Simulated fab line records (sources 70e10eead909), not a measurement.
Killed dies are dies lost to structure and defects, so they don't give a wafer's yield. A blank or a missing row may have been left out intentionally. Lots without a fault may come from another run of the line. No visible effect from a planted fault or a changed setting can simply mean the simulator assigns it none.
fab line records    flow nandHarc    part 2 of 2: steps 4 to 6 of 6
[record] lots = 22  wafers = 66  lastDay = 32
route steps=1302 shown P_CONTACT@235 P_M1@297
lots untouched by any fault: they come from a run of this same line in which no faults occurred
startH: hours from the record's first day to the start of the lot's first wafer shown    waitH: hours elapsed since this lot's preceding step    " repeats the value in the row above    L1.1+2: a row that stands for several wafers    - no value, or no start was given    * or withheld: withheld    < > ~ a bound
route shown NAME@n: NAME is a module with steps in the file, n the number in the route of the first one    usual: mean and standard deviation over wafers with no fault    same: alike in all rows    chamber/n: place in a boat    sites: readings site by site    _std_site: how widely they spread, as a standard deviation    _edge_site: the outer-site mean with the inner-site mean subtracted    radiusMm: for every site, how far away it sits from the centre of the wafer    mask NAME#n: copy n    behind: the most recent tool/chamber to have shaped the wafer    hold: cause of the lot's hold/its duration in hours/its outcome    device: transistor that didn't switch, given as n, p or np    end of line: at the end of the route, the tests of the same wafers    a step given without rows: its recipe and nothing more    killed: not the wafer's yield, but the dies lost to structure and defects at the first sort    map: dies across one wafer; x = killed, . = not, _ = none there
set.NAME: the setting that was run; set.NAME@STEP: the one run at that earlier step    model.NAME: the simulator's own value behind a step, which no gauge read
route steps across a sampled set of lots; one table per step, one row per wafer
services: when a tool's chamber went out of use (startH, in hours from the record's first day, below 0 if earlier), for how many hours, and the reason
[[steps]]
[step NHARC_P_M1_ETCH_28]
[recipe] targetDepthA = 300  overEtchFrac = 0.3  timeS = 72.99  ionEnergyEv = 150  cf4FlowSccm = 50  n2FlowSccm = 100  arFlowSccm = 150  rfW = 300  biasW = 100  chemistry = CF4/N2
[usual] chamberPressureMTorr = 30.000/0.027  drypumpMotorCurrentA = 5.9/0.49  mfcArSccm = 150.0/0.48  oesProductAu = 1.005/0.015  rfVppV = 313.8/1.8  showerheadPlenumPTorr = 2.61/0.099  throttleValvePct = 19.795/0.0094
[same] overEtchFrac = 0.3
lot.wafer  tool        chamber  startH  waitH  chamberPressureMTorr  drypumpMotorCurrentA  mfcArSccm  oesProductAu  rfHoursCounterH  rfVppV  showerheadPlenumPTorr  throttleValvePct
L074.1     rieDiel-07  1        -       -      30.034                5.3                   150.4      1.012         0                313.4   2.54                   19.808
L074.2     "           3        "       "      30.006                6.2                   150.6      1.034         0                315.3   2.66                   19.790
L074.6     "           1        "       "      30.034                5.3                   149.6      1.011         -                313.2   2.54                   19.794
L075.1     rieDiel-07  1        -       -      30.005                5.3                   149.0      1.007         3                313.5   2.54                   19.810
L075.4     "           0        "       "      29.961                6.6                   149.7      1.014         3                312.9   2.51                   19.799
L075.5     "           1        "       "      29.958                5.3                   149.1      1.015         -                312.2   2.54                   19.793
L076.1     rieDiel-06  2        -       -      29.994                6.4                   150.6      0.992         1                310.4   2.45                   19.799
L076.4     "           1        "       "      30.023                5.5                   149.2      1.004         1                311.6   2.53                   19.784
L076.5     "           2        "       "      29.969                6.4                   150.7      1.019         -                312.3   2.45                   19.787
L077.2     rieDiel-07  2        -       -      29.995                5.2                   149.4      0.986         4                313.6   2.52                   19.805
L077.4     "           3        "       "      29.955                6.2                   149.6      1.021         2                314.1   2.66                   19.787
L077.5     "           1        "       "      30.000                5.3                   149.4      1.012         -                313.3   2.54                   19.820
L078.1     rieDiel-11  1        -       -      30.052                6.5                   150.3      0.993         5                316.7   2.76                   19.805
L078.2     "           3        "       "      30.053                6.2                   149.5      1.016         5                317.8   2.76                   19.786
L078.6     "           2        "       "      29.996                5.9                   149.4      0.992         -                314.8   2.67                   19.773
L079.2     rieDiel-07  2        -       -      30.008                5.2                   150.1      0.980         5                312.8   2.52                   19.798
L079.4     "           3        "       "      29.989                6.2                   150.5      1.027         3                315.8   2.66                   19.793
L079.5     "           1        "       "      29.953                5.3                   149.9      1.015         -                312.9   2.54                   19.787
L080.2     rieDiel-11  0        -       -      29.991                5.8                   150.2      0.982         6                313.0   2.58                   19.781
L080.1     "           3        "       "      30.016                6.2                   150.0      1.009         6                317.9   2.76                   19.808
L080.6     "           0        "       "      29.962                5.8                   149.9      0.986         -                312.4   2.58                   19.800
L081.4     rieDiel-07  0        -       -      30.014                6.6                   151.1      1.000         6                311.1   2.51                   19.790
L081.1     "           3        "       "      29.987                6.2                   149.8      1.022         4                314.1   2.66                   19.796
L081.5     "           0        "       "      30.034                6.6                   150.1      1.009         -                312.7   2.51                   19.775
L082.4     rieDiel-07  0        -       -      30.018                6.6                   151.1      1.018         7                312.1   2.51                   19.785
L082.3     "           1        "       "      30.037                5.3                   149.5      1.019         7                312.6   2.54                   19.784
L082.5     "           0        "       "      29.979                6.6                   150.6      1.022         -                312.7   2.51                   19.789
L084.1     rieDiel-11  0        -       -      29.999                5.8                   149.9      1.001         9                315.1   2.58                   19.795
L084.4     "           1        "       "      29.990                6.5                   150.1      1.001         9                316.8   2.76                   19.790
L084.5     "           1        "       "      29.971                6.5                   150.7      1.007         -                317.3   2.76                   19.806
L085.3     rieDiel-11  0        -       -      29.953                5.8                   150.1      0.984         9                313.6   2.58                   19.797
L085.2     "           2        "       "      29.992                6.0                   149.3      0.999         10               314.4   2.67                   19.778
L085.6     "           1        "       "      30.018                6.5                   150.6      1.001         -                316.3   2.76                   19.794
L086.3     rieDiel-11  3        -       -      30.009                6.2                   150.3      1.008         10               314.1   2.75                   19.796
L086.4     "           0        "       "      30.060                5.8                   149.9      0.995         10               313.4   2.58                   19.812
L086.1     "           2        "       "      29.959                5.9                   150.0      1.007         10               315.2   2.67                   19.789
L087.2     rieDiel-11  1        -       -      30.042                6.5                   150.2      1.008         10               315.3   2.76                   19.797
L087.1     "           2        "       "      29.974                5.9                   149.1      1.009         11               314.8   2.67                   19.800
L087.3     "           3        "       "      30.029                6.2                   150.1      0.999         11               315.2   2.75                   19.792
L089.4     rieDiel-07  2        -       -      30.004                5.2                   150.5      0.986         13               313.5   2.52                   19.789
L089.2     "           3        "       "      29.990                6.2                   150.7      1.036         11               314.4   2.65                   19.801
L089.5     "           2        "       "      30.026                5.2                   150.8      0.988         -                312.2   2.52                   19.791
L088.2     rieDiel-07  2        -       -      30.009                5.2                   150.9      0.987         13               313.0   2.52                   19.783
L088.6     "           0        "       "      29.999                6.6                   149.1      1.012         -                313.0   2.50                   19.790
L088.5     "           1        "       "      29.960                5.3                   149.8      1.019         -                313.3   2.54                   19.808
L090.2     rieDiel-07  2        -       -      29.995                5.2                   150.3      0.984         14               312.0   2.52                   19.801
L090.4     "           0        "       "      30.019                6.6                   150.8      1.014         13               311.2   2.50                   19.802
L090.5     "           2        "       "      29.985                5.2                   150.2      0.991         -                312.9   2.52                   19.795
L091.4     rieDiel-07  2        -       -      29.981                5.2                   149.6      0.992         15               313.7   2.52                   19.795
L091.2     "           0        "       "      30.024                6.6                   150.6      1.017         14               312.5   2.50                   19.785
L091.3     "           1        "       "      29.965                5.3                   149.9      1.015         14               312.3   2.54                   19.793
L092.2     rieDiel-11  3        -       -      29.969                6.2                   150.5      1.019         3                317.9   2.75                   19.794
L092.4     "           1        "       "      29.986                6.5                   150.0      1.011         3                316.3   2.76                   19.801
L092.6     "           0        "       "      29.983                5.8                   150.1      0.990         -                314.4   2.58                   19.785
L093.1     rieDiel-07  2        -       -      29.994                5.2                   149.9      0.992         1                311.9   2.52                   19.795
L093.2     "           3        "       "      29.970                6.2                   150.2      0.999         1                314.4   2.65                   19.782
L093.5     "           1        "       "      29.957                5.3                   150.2      0.975         -                312.6   2.54                   19.794
L095.2     rieDiel-11  3        -       -      29.981                6.2                   149.6      1.016         5                317.0   2.75                   19.787
L095.1     "           0        "       "      29.976                5.8                   150.2      1.008         5                313.3   2.57                   19.792
L095.6     "           0        "       "      29.982                5.8                   150.3      1.002         -                313.5   2.58                   19.797
L096.1     rieDiel-06  3        -       -      30.032                6.2                   148.9      0.999         11               313.7   2.56                   19.805
L096.4     "           0        "       "      29.973                6.1                   150.1      1.024         8                313.8   2.57                   19.811
L096.6     "           2        "       "      29.994                6.3                   149.7      0.998         -                316.7   2.83                   19.790
L097.1     rieDiel-06  0        -       -      30.012                6.2                   149.8      1.012         9                313.3   2.57                   19.793
L097.3     "           1        "       "      29.941                5.5                   149.9      0.999         9                311.9   2.51                   19.780
L097.5     "           3        "       "      30.020                6.2                   149.7      1.004         -                311.2   2.56                   19.795
[step NHARC_P_M1_PVD_21]
[recipe] targetThkA = 300  chamberPressurePa = 5  powerW = 5000  substrateTempC = 30  timeS = 20.49  material = Cu
[usual] substrateTempC = 30.01/0.11  throttleValvePct = 30.3/0.75
lot.wafer  tool           chamber  startH  waitH  substrateTempC  throttleValvePct
L074.1     pvdSputter-02  -        -       -      30.17           29.8
L074.2     "              -        "       "      30.06           31.7
L074.6     "              -        "       "      30.06           30.0
L075.1     pvdSputter-02  -        -       -      30.07           30.4
L075.4     "              -        "       "      29.90           31.5
L075.5     "              -        "       "      30.09           29.9
L076.1     pvdSputter-01  -        -       -      30.07           30.1
L076.4     "              -        "       "      30.08           28.2
L076.5     "              -        "       "      30.03           29.9
L077.2     pvdSputter-01  -        -       -      29.87           30.0
L077.4     "              -        "       "      30.17           31.2
L077.5     "              -        "       "      30.16           29.8
L078.2     pvdSputter-01  -        170.18  -      30.05           30.7
L078.1     "              -        "       "      30.07           30.1
L078.6     "              -        "       "      29.91           30.8
L079.4     pvdSputter-02  -        -       -      30.05           29.7
L079.2     "              -        "       "      30.06           31.6
L079.5     "              -        "       "      30.12           31.1
L080.1     pvdSputter-03  -        -       -      29.86           30.1
L080.2     "              -        "       "      30.06           30.8
L080.6     "              -        "       "      30.03           30.8
L081.4     pvdSputter-01  -        -       -      29.82           31.1
L081.1     "              -        "       "      30.09           28.4
L081.5     "              -        "       "      29.96           30.7
L082.3     pvdSputter-02  -        -       -      30.17           30.6
L082.4     "              -        "       "      29.92           30.0
L082.5     "              -        "       "      30.07           30.7
L084.4     pvdSputter-02  -        -       -      29.87           30.0
L084.1     "              -        "       "      30.03           31.2
L084.5     "              -        "       "      30.03           29.8
L085.3     pvdSputter-03  -        -       -      29.94           30.8
L085.2     "              -        "       "      29.89           29.7
L085.6     "              -        "       "      30.24           30.4
L086.3     pvdSputter-02  -        -       -      29.75           29.7
L086.1     "              -        "       "      29.94           31.3
L086.4     "              -        "       "      29.84           30.4
L087.2     pvdSputter-02  -        -       -      29.88           31.3
L087.3     "              -        "       "      30.08           30.5
L087.1     "              -        "       "      29.99           30.0
L089.2     pvdSputter-03  -        -       -      29.82           31.1
L089.4     "              -        "       "      30.04           29.4
L089.5     "              -        "       "      30.08           30.6
L088.2     pvdSputter-02  -        -       -      30.03           31.4
L088.5     "              -        "       "      30.18           31.4
L088.6     "              -        "       "      29.86           30.5
L090.4     pvdSputter-01  -        -       -      30.11           29.1
L090.2     "              -        "       "      30.12           28.4
L090.5     "              -        "       "      30.03           29.7
L091.2     pvdSputter-03  -        -       -      29.80           31.0
L091.4     "              -        "       "      30.10           30.5
L091.3     "              -        "       "      30.06           30.2
L092.4     pvdSputter-02  -        -       -      30.13           29.9
L092.2     "              -        "       "      30.11           30.8
L092.6     "              -        "       "      29.85           31.7
L093.1     pvdSputter-03  -        -       -      29.93           31.0
L093.2     "              -        "       "      29.95           29.7
L093.5     "              -        "       "      30.02           30.9
L095.1     pvdSputter-02  -        -       -      30.00           31.7
L095.2     "              -        "       "      29.90           29.7
L095.6     "              -        "       "      30.05           29.4
L096.1     pvdSputter-02  -        -       -      29.90           29.5
L096.4     "              -        "       "      29.94           30.6
L096.6     "              -        "       "      30.04           29.8
L097.3     pvdSputter-02  -        -       -      29.94           30.8
L097.1     "              -        "       "      30.05           29.9
L097.5     "              -        "       "      30.12           30.8
[step NHARC_P_M1_THK_MEAS_24]
[recipe] thkMeasGauge = xrf
[usual] thkNm = 157.6/1.5
lot.wafer  tool          chamber  startH  waitH  thkNm
L074.1     filmMetro-02  -        128.62  -      157.8
L074.2     "             -        "       "      156.2
L074.6     "             -        "       "      157.8
L075.1     filmMetro-01  -        142.92  -      155.5
L075.4     "             -        "       "      156.2
L075.5     "             -        "       "      158.2
L076.1     filmMetro-02  -        145.70  -      154.5
L076.4     "             -        "       "      155.1
L076.5     "             -        "       "      154.7
L077.2     filmMetro-02  -        156.25  -      158.6
L077.4     "             -        "       "      159.7
L077.5     "             -        "       "      160.1
L078.1     filmMetro-01  -        171.35  -      159.4
L078.2     "             -        "       "      160.5
L078.6     "             -        "       "      156.2
L079.2     filmMetro-01  -        176.47  -      158.8
L079.4     "             -        "       "      154.7
L079.5     "             -        "       "      160.2
L080.1     filmMetro-02  -        187.89  -      158.1
L080.2     "             -        "       "      158.5
L080.6     "             -        "       "      159.1
L081.1     filmMetro-01  -        195.65  -      159.7
L081.4     "             -        "       "      161.2
L081.5     "             -        "       "      157.8
L082.3     filmMetro-02  -        209.99  -      157.0
L082.4     "             -        "       "      156.4
L082.5     "             -        "       "      159.2
L084.1     filmMetro-01  -        232.15  -      159.4
L084.4     "             -        "       "      157.2
L084.5     "             -        "       "      157.1
L085.2     filmMetro-01  -        238.35  -      157.6
L085.3     "             -        "       "      157.4
L085.6     "             -        "       "      157.4
L086.1     filmMetro-02  -        251.06  -      157.8
L086.3     "             -        "       "      156.5
L086.4     "             -        "       "      156.3
L087.1     filmMetro-02  -        254.87  -      158.5
L087.2     "             -        "       "      156.8
L087.3     "             -        "       "      158.6
L089.2     filmMetro-01  -        276.04  -      157.5
L089.4     "             -        "       "      158.1
L089.5     "             -        "       "      157.3
L088.2     filmMetro-02  -        279.24  -      159.7
L088.5     "             -        "       "      154.8
L088.6     "             -        "       "      158.1
L090.2     filmMetro-01  -        289.55  -      157.6
L090.4     "             -        "       "      155.5
L090.5     "             -        "       "      157.8
L091.2     filmMetro-01  -        294.70  -      158.1
L091.3     "             -        "       "      156.0
L091.4     "             -        "       "      158.0
L092.2     filmMetro-01  -        307.10  -      159.2
L092.4     "             -        "       "      156.6
L092.6     "             -        "       "      158.5
L093.1     filmMetro-01  -        318.09  -      158.9
L093.2     "             -        "       "      157.4
L093.5     "             -        "       "      157.5
L095.1     filmMetro-01  -        337.56  -      157.5
L095.2     "             -        "       "      158.6
L095.6     "             -        "       "      159.4
L096.1     filmMetro-01  -        347.35  -      158.6
L096.4     "             -        "       "      160.0
L096.6     "             -        "       "      158.0
L097.1     filmMetro-02  -        354.38  -      158.2
L097.3     "             -        "       "      159.7
L097.5     "             -        "       "      157.5
[[services]]
tool           chamber  startH  hours  kind
rieDiel-02     -        95.56   4.4    repair
pvdSputter-02  -        104.00  10.0   pm
rieDiel-07     -        117.20  9.0    pm
rieDiel-11     3        117.32  7.0    repair
rieDiel-06     -        130.37  9.0    pm
rieDiel-07     3        130.44  8.6    repair
rieDiel-12     0        160.49  7.1    repair
rieDiel-12     3        164.04  5.3    repair
rieDiel-02     1        169.37  6.1    repair
rieDiel-06     3        181.43  9.7    repair
rieDiel-06     0        182.83  2.9    repair
pvdSputter-02  -        187.88  6.7    repair
rieDiel-12     2        191.35  4.6    repair
rieDiel-12     1        191.55  3.9    repair
rieDiel-02     -        220.04  9.0    pm
rieDiel-06     1        252.93  42.4   repair
rieDiel-11     -        255.50  9.0    pm
rieDiel-12     -        268.40  9.0    pm
pvdSputter-02  -        282.00  10.0   pm
rieDiel-06     3        287.12  1.3    repair
rieDiel-07     -        288.93  0.6    repair
rieDiel-07     -        294.20  9.0    pm
rieDiel-06     -        307.37  9.0    pm
rieDiel-11     -        344.51  5.2    repair
